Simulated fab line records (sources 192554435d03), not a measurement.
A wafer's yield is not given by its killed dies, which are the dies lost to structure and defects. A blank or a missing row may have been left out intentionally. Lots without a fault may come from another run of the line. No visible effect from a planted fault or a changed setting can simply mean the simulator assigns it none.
fab line records | flow n5-finfet | part 2 of 2: steps 24 to 29 of 29
[record] lots = 5 wafers = 15 last-day = 17
route steps=1938 shown FIN_SAQP@145 FIN_CUT@154
lots that met no fault: from a run of the same line without faults
start-h: start of the lot's first displayed wafer, in hours after the record's first day | wait-h: hours since the lot's step before | " repeats the value in the row above | L1.1+2: several wafers, shown together as one row | - no value, or no start given | * or withheld: withheld | < > ~ a bound
route shown NAME@n: NAME is a module with steps in the file, n the number in the route of the first one | usual: mean and standard deviation over wafers with no fault | same: alike in all rows | chamber/n: place in a boat | sites: each site's reading | _std_site: their standard deviation | _edge_site: inner sites' mean taken away from outer sites' mean | radius-mm: for every site, how far away it sits from the centre of the wafer | mask NAME#n: copy n | behind: tool/chamber where the wafer was last shaped | hold: what put the lot on hold/how long, in hours/how the hold closed | device: names the non-switching transistor (n, p or np) | end of line: tests run on the same wafers once the route is complete | step lacking rows: just its recipe | killed: the dies lost at the first sort to structure and to defects; this is not the yield of the wafer | map: a wafer's dies, marking killed ones x, the rest . and places with no die _
set.NAME: the setting that was run; set.NAME@STEP: the one run at that earlier step | model.NAME: the simulator's own value behind a step, which no gauge read
lots at selected steps of the route; one table per step, one row per wafer
services: from which hour (start-h, from the record's first day; less than 0 if before it) a tool's chamber was out of use, for how many hours, and why
[[steps]]
[step N5_FIN_CUT_ETCH_20]
[recipe] chemistry = CF4 target = SiARC target-depth-a = 260 mask-material = CAR-EUV time-s = 43.3 ion-energy-ev = 80 pressure-mtorr = 40 source-w = 545 bias-w = 36 Ar_flow_sccm = 100 cf4-flow-sccm = 100 ends = cleared
[usual] drypump-motor-current-A = 5.9/0.33 etch-rf-on-time-s = 43.3/0.62 oes-product-au = 0.67/0.076 rf-vpp-V = 183.8/1.2 showerhead-plenum-p-Torr = 2.12/0.072 throttle-valve-pct = 15.63/0.26
// columns lot.wafer tool chamber start-h wait-h drypump-motor-current-A etch-rf-on-time-s oes-product-au rf-hours-counter-h rf-vpp-V showerhead-plenum-p-Torr throttle-valve-pct
L076.1 rie-diel-01 3 39.43 0.0 5.4 43.1 0.65 168 183.0 2.06 15.65
L076.3 " 0 " " 5.2 43.5 0.69 92 183.7 2.16 15.47
L076.6 " 0 " " 5.2 43.3 0.69 - 183.1 2.16 15.47
L085.1 rie-diel-05 3 96.05 0.0 5.2 43.6 0.63 169 183.0 2.05 15.79
L085.2 " 0 " " 5.9 44.1 0.75 29 182.7 2.10 15.33
L085.6 " 3 " " 5.3 43.5 0.63 - 183.1 2.05 15.80
L089.3 rie-diel-06 0 118.92 0.0 5.8 42.7 0.70 100 183.5 2.08 15.30
L089.5 " 1 " " 6.3 42.3 0.82 - 185.8 2.28 15.37
L089.6 " 2 " " 5.9 43.5 0.60 - 185.1 2.12 15.91
L090.1 rie-diel-06 0 123.66 0.0 5.8 42.6 0.69 102 183.9 2.07 15.30
L090.2 " 1 " " 6.3 42.4 0.82 12 185.6 2.28 15.38
L090.4 " 2 " " 5.9 44.1 0.60 - 183.2 2.12 15.92
L095.2 rie-diel-05 1 153.60 0.0 6.1 44.3 0.64 167 186.0 2.23 15.85
L095.3 " 2 " " 6.4 44.5 0.58 226 181.2 2.03 16.05
L095.6 " 0 " " 5.9 44.5 0.72 - 181.8 2.10 15.35
[step N5_FIN_CUT_ETCH_21]
[recipe] chemistry = N2/H2 target = SOC target-depth-a = 2190 overetch-a = 438 mask-material = SiARC temp-c = 40 ion-energy-ev = 100 bias-w = 61 time-s = 523.5 pressure-mtorr = 30 source-w = 850 n2-flow-sccm = 200 h2-flow-sccm = 200
[usual] drypump-motor-current-A = 5.9/0.33 oes-product-au = 0.72/0.079 rf-vpp-V = 240.4/1.3 showerhead-plenum-p-Torr = 2.52/0.09 throttle-valve-pct = 17.85/0.28
// columns lot.wafer tool chamber start-h wait-h drypump-motor-current-A oes-product-au rf-hours-counter-h rf-vpp-V showerhead-plenum-p-Torr throttle-valve-pct
L076.1 rie-diel-01 3 39.47 0.0 5.5 0.70 168 239.9 2.43 17.81
L076.3 " 0 " " 5.2 0.74 93 241.5 2.57 17.72
L076.6 " 0 " " 5.3 0.74 - 239.6 2.57 17.71
L085.1 rie-diel-05 3 96.09 0.0 5.2 0.69 170 238.7 2.44 18.04
L085.2 " 0 " " 5.9 0.82 29 240.6 2.49 17.47
L085.6 " 3 " " 5.2 0.69 - 239.9 2.44 18.01
L089.3 rie-diel-06 0 118.96 0.0 5.8 0.74 100 239.8 2.46 17.44
L089.5 " 1 " " 6.3 0.87 - 241.9 2.71 17.71
L089.6 " 2 " " 5.9 0.66 - 240.9 2.52 18.21
L090.1 rie-diel-06 0 123.70 0.0 5.8 0.74 102 241.3 2.46 17.45
L090.2 " 1 " " 6.4 0.87 12 243.3 2.71 17.71
L090.4 " 2 " " 5.9 0.65 - 239.0 2.52 18.19
L095.2 rie-diel-05 1 153.63 0.0 6.1 0.69 167 242.2 2.65 17.99
L095.3 " 2 " " 6.4 0.63 226 238.8 2.41 18.27
L095.6 " 0 " " 5.9 0.80 - 241.9 2.48 17.50
[step N5_FIN_CUT_STRIP_23]
[recipe] chemistry = N2/H2 temp-c = 40 n2-flow-sccm = 200 h2-flow-sccm = 200 rf-frequency-hz = 6e+07
// columns lot.wafer tool chamber start-h wait-h
L076.1+3+6 rie-diel-01 3,0,0 39.78 0.2
L085.1+2+6 rie-diel-05 3,0,3 96.39 0.2
L089.3+5+6 rie-diel-06 0,1,2 119.26 0.2
L090.1+2+4 rie-diel-06 0,1,2 124.00 0.2
L095.2+3+6 rie-diel-05 1,2,0 153.94 0.2
[step N5_FIN_CUT_STRIP_31]
[recipe] chemistry = N2/H2 temp-c = 40 n2-flow-sccm = 200 h2-flow-sccm = 200 rf-frequency-hz = 6e+07
// columns lot.wafer tool chamber start-h wait-h
L076.1+3+6 rie-diel-01 3,0,0 39.79 0.0
L085.1+2+6 rie-diel-05 3,0,3 96.40 0.0
L089.3+5+6 rie-diel-06 0,1,2 119.27 0.0
L090.1+2+4 rie-diel-06 0,1,2 124.01 0.0
L095.2+3+6 rie-diel-05 1,2,0 153.95 0.0
[step N5_FIN_CUT_STRIP_24]
[recipe] chemistry = CF4 resist = SiARC power-w = 300 bias-power-w = 75 pressure-mtorr = 50 cf4-flow-sccm = 150 rf-frequency-hz = 6e+07
[usual] drypump-motor-current-A = 5.9/0.33 oes-product-au = 0.78/0.084 rf-vpp-V = 270.8/1.6 showerhead-plenum-p-Torr = 1.78/0.059 throttle-valve-pct = 13.62/0.27
// columns lot.wafer tool chamber start-h wait-h drypump-motor-current-A oes-product-au rf-hours-counter-h rf-vpp-V showerhead-plenum-p-Torr throttle-valve-pct
L076.1 rie-diel-01 3 39.80 0.0 5.5 0.75 168 269.3 1.73 13.64
L076.3 " 0 " " 5.2 0.80 93 270.0 1.81 13.44
L076.6 " 0 " " 5.2 0.80 - 272.1 1.81 13.42
L085.1 rie-diel-05 3 96.41 0.0 5.2 0.74 170 270.6 1.72 13.77
L085.2 " 0 " " 5.9 0.88 29 270.7 1.76 13.27
L085.6 " 3 " " 5.3 0.74 - 269.4 1.72 13.78
L089.3 rie-diel-06 0 119.28 0.0 5.8 0.79 100 269.9 1.75 13.31
L089.5 " 1 " " 6.3 0.94 - 273.5 1.91 13.32
L089.6 " 2 " " 5.9 0.70 - 271.2 1.77 13.90
L090.1 rie-diel-06 0 124.02 0.0 5.8 0.79 103 269.7 1.75 13.33
L090.2 " 1 " " 6.3 0.93 12 274.1 1.90 13.32
L090.4 " 2 " " 5.9 0.70 - 271.0 1.77 13.89
L095.2 rie-diel-05 1 153.96 0.0 6.1 0.74 167 273.2 1.86 13.83
L095.3 " 2 " " 6.3 0.68 227 270.8 1.70 14.05
L095.6 " 0 " " 5.9 0.85 - 270.2 1.76 13.30
[step N5_FIN_CUT_CUT_ETCH_26]
[recipe] chemistry = CH3F/O2 target = SiNx target-depth-a = 390 mask-material = SOC time-s = 55.7 pressure-mtorr = 30 source-w = 395 bias-w = 73 Ar_flow_sccm = 150 CH3F_flow_sccm = 30 O2_flow_sccm = 20 ion-energy-ev = 120
[usual] drypump-motor-current-A = 5.9/0.33 oes-product-au = 0.78/0.088 rf-vpp-V = 297/4.2 showerhead-plenum-p-Torr = 1.98/0.071 throttle-valve-pct = 16.38/0.27
// columns lot.wafer tool chamber start-h wait-h drypump-motor-current-A oes-product-au rf-hours-counter-h rf-vpp-V showerhead-plenum-p-Torr throttle-valve-pct
L076.1 rie-diel-01 3 39.82 0.0 5.5 0.76 168 296 1.91 16.37
L076.3 " 0 " " 5.2 0.81 93 298 2.02 16.23
L076.6 " 0 " " 5.2 0.81 - 299 2.02 16.21
L085.1 rie-diel-05 3 96.43 0.0 5.3 0.73 170 294 1.92 16.57
L085.2 " 0 " " 5.9 0.89 29 301 1.96 16.06
L085.6 " 3 " " 5.2 0.73 - 293 1.92 16.57
L089.3 rie-diel-06 0 119.30 0.0 5.8 0.81 100 291 1.93 16.00
L089.5 " 1 " " 6.3 0.95 - 295 2.13 16.15
L089.6 " 2 " " 5.9 0.70 - 301 1.98 16.65
L090.1 rie-diel-06 0 124.04 0.0 5.8 0.82 103 292 1.93 16.03
L090.2 " 1 " " 6.4 0.95 12 294 2.13 16.13
L090.4 " 2 " " 5.9 0.70 - 301 1.98 16.67
L095.2 rie-diel-05 1 153.98 0.0 6.1 0.74 167 298 2.08 16.58
L095.3 " 2 " " 6.4 0.67 227 291 1.89 16.76
L095.6 " 0 " " 5.9 0.86 - 304 1.95 16.08
[[services]]
// columns tool chamber start-h hours kind
euv-scanner-02 - 20.73 5.8 pm
rie-diel-05 - 28.99 15.6 pm
wet-bench-01 - 40.36 8.2 repair
euv-scanner-01 - 40.65 1.0 pm
euv-scanner-02 - 47.25 1.0 pm
euv-scanner-01 - 50.58 4.6 pm
rie-si-03 3 59.19 2.3 repair
rie-si-03 1 59.50 2.0 repair
rie-si-03 1 62.74 6.8 repair
rie-diel-05 0 66.44 11.7 repair
euv-scanner-01 - 67.08 1.2 repair
rie-si-05 3 69.10 2.3 repair
rie-diel-06 1 73.53 - clean
rie-diel-06 1 73.53 - consumable-replace:focus-ring
rie-diel-06 1 73.53 - consumable-replace:showerhead
rie-diel-05 - 80.53 0.9 repair
rie-diel-05 - 86.91 1.6 repair
rie-diel-05 - 89.31 0.6 repair
rie-diel-01 2 95.96 3.7 repair
euv-scanner-01 - 96.84 1.0 pm
euv-scanner-02 - 103.37 1.0 pm
euv-scanner-01 - 122.32 17.3 pm
euv-scanner-02 - 129.21 5.1 repair
euv-scanner-02 - 151.22 4.6 pm
